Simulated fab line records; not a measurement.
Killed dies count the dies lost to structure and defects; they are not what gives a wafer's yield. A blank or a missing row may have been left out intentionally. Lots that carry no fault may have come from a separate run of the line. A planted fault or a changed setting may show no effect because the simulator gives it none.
Struck lot and sound lot, side by side    flow n5_finfet    40 out of 1938 route steps
Sound: the wafers L224.4, L224.5. The struck wafers were L232.3, L232.4, L232.5. The cause comes at the end.
For every step that has rows: the tool of each side, followed by ch and its chambers, followed by its first start. Under that, the readings that differ: sound wafers    struck wafers    difference of the means    sigmas: that difference in standard deviations of wafers without a fault.
alike: readings whose means differ by less than 2 such deviations, and words and numbers that are the same on both sides. not compared: withheld readings, readings that some wafer has no value for, bounds like >300 that may hide the same value, and numbers for which the record gives no deviation and whose values overlap.
A row with sigmas, a row that says differs or no value, or rows on one side alone: a step with any of these is where the two part. Numbers that have no deviation but don't overlap get no sigmas and don't part them. Lack of a reading on every wafer of one side parts them only where that side has two or more wafers.

first, 1 step without rows for these wafers: N5_BEOL_M5_PRE_CLEAN_45 (time 30 s).
N5_BEOL_M5_ALD_86: deposits TaN, pulse time 2 s, purge time 3 s, co reactant purge time 2 s.
  sound on ald_metal-03 ch 2,3, day 8 19:25; struck on ald_metal-02 ch 1,2,3, day 10 20:41
  alike: heater_power_w
then, 6 steps without rows for these wafers: N5_BEOL_M5_SURFACE_TREAT_87; N5_BEOL_M5_CVD_47 (deposits Co from CCTBA/H2, target thk 3 nm, time 216 s); N5_BEOL_M5_SPUTTER_48 (material Cu, target thk 15 nm, time 27.62 s); N5_BEOL_M5_ANNEAL_49 (time 1800 s); N5_BEOL_M5_SPUTTER_81 (material Cu, target thk 15 nm, time 27.62 s); N5_BEOL_M5_ANNEAL_82 (time 1800 s).
N5_BEOL_M5_SPUTTER_83: material Cu, target thk 15 nm, time 27.62 s.
  sound on pvd_sputter-02 at day 8 22:22; struck on pvd_sputter-02 at day 10 23:24
  alike: chuck_gas_flow_sccm, throttle_valve_pct
then, 1 step without rows for these wafers: N5_BEOL_M5_ANNEAL_84 (time 1800 s).
N5_BEOL_M5_SPUTTER_88: material Cu, target thk 15 nm, time 27.62 s.
  sound on pvd_sputter-02 at day 8 23:28; struck on pvd_sputter-02 at day 11 00:29
  alike: chuck_gas_flow_sccm, throttle_valve_pct
then, 1 step without rows for these wafers: N5_BEOL_M5_ANNEAL_89 (time 1800 s).
N5_BEOL_M5_SPUTTER_90: material Cu, target thk 4.5 nm, time 8.29 s.
  sound on pvd_sputter-02 at day 9 00:33; struck on pvd_sputter-02 at day 11 01:35
  alike: chuck_gas_flow_sccm, throttle_valve_pct
then, 4 steps without rows for these wafers: N5_BEOL_M5_ECD_50 (material Cu, target thk 300 nm); N5_BEOL_M5_ANNEAL_51 (time 90 s); N5_BEOL_M5_CMP_52 (polishes, stops on SiCOH lowk, t overpolish 6.9 s, target thk 62 nm); N5_BEOL_M5_PRE_CLEAN_77 (time 15 s).
N5_BEOL_M5_CO_CAP_78: material Co, precursor CCTBA/H2, target thk 2 nm, time 102.1 s.
  sound on cvd_co-01 ch 0,1, day 9 01:28; struck on cvd_co-02 ch 0,1,2, day 11 02:27
  alike: heater_power_w
then, 2 steps without rows for these wafers: N5_BEOL_M5_PRE_CLEAN_55 (time 15 s); N5_BEOL_M5_DEP_56 (deposits SiCN from 3MS/NH3, target thk 8 nm, time 14 s).
N5_BEOL_M5_RS_MEAS_57: measures by four-point-probe.
  sound on film_metro-01 at day 9 01:37; struck on film_metro-02 at day 11 02:38
  alike: M5_RS
then, 2 steps without rows for these wafers: N5_BEOL_M6_ILD_DEP_00 (deposits SiCOH lowk from DEMS/porogen, target thk 179.75 nm, time 33.4 s); N5_BEOL_M6_CURE_74 (cures SiCOH lowk, time 240 s).
N5_BEOL_M6_THK_MEAS_01:
  sound on film_metro-01 at day 9 02:16; struck on film_metro-01 at day 11 03:18
  alike: M6_ILD_THK
then, 10 steps without rows for these wafers: N5_BEOL_M6_PECVD_70 (deposits SiO2 from TEOS/O2, target thk 20 nm, time 22.7 s); N5_BEOL_M6_HM_DEP_02 (deposits TiN, target thk 20 nm); N5_BEOL_M6_COAT_59 (time 60 s, resist thk 100 nm); N5_BEOL_M6_COAT_60 (time 60 s, resist thk 35 nm); N5_BEOL_M6_COAT_05 (resist thk 90 nm); N5_BEOL_M6_EBR_07; N5_BEOL_M6_SOFTBAKE_06 (time 60 s); N5_BEOL_M6_EXPOSE_08 (exposes mask M6); N5_BEOL_M6_PEB_09 (peb time 60 s); N5_BEOL_M6_DEVELOP_10 (develop time 30 s).
N5_BEOL_M6_CD_MEAS_11: the cd target is 38.5 nm.
  sound on cd_sem-03 ch 0, day 9 03:17; struck on cd_sem-02 ch 0, day 11 04:09
  alike: cd_nm
N5_BEOL_M6_OVL_MEAS_12:
  sound on overlay-01 ch 0, day 9 03:19; struck on overlay-01 ch 0, day 11 04:11
  alike: M6_OVL
then, 1 step without rows for these wafers: N5_BEOL_M6_DESCUM_16 (chemistry O2, time 7.9 s).
N5_BEOL_M6_ETCH_61: etches SiARC in CF4, target depth 45.5 nm, time 75.8 s.
  sound on rie_diel-05 ch 2,3, day 9 03:26; struck on rie_diel-05 ch 0,1, day 11 04:20
  alike: drypump_motor_current_A, etch_rf_on_time_s, oes_product_au, rf_fwd_power_W, rf_vpp_V, showerhead_plenum_p_Torr, throttle_valve_pct
  not compared: rf_hours_counter_h
then, 1 step without rows for these wafers: N5_BEOL_M6_ETCH_62 (etches SOC in N2/H2, target depth 110 nm, overetch 22 nm, time 165 s).
-- a jump in the record: the struck wafers' starts before and after are 3 days apart (it breaks off in module BEOL_M6 and resumes in module PASSIVATION, where the first step shown is number 1936 of the route) --
N5_PASSIVATION_PROBE_49:
  rows exist in the record for the struck wafers here (prober-01, day 14 15:50), but not for the sound ones

## WHERE THEY PART
Only at N5_PASSIVATION_PROBE_49, as far as this record shows.

WHY: whatever the simulator had introduced
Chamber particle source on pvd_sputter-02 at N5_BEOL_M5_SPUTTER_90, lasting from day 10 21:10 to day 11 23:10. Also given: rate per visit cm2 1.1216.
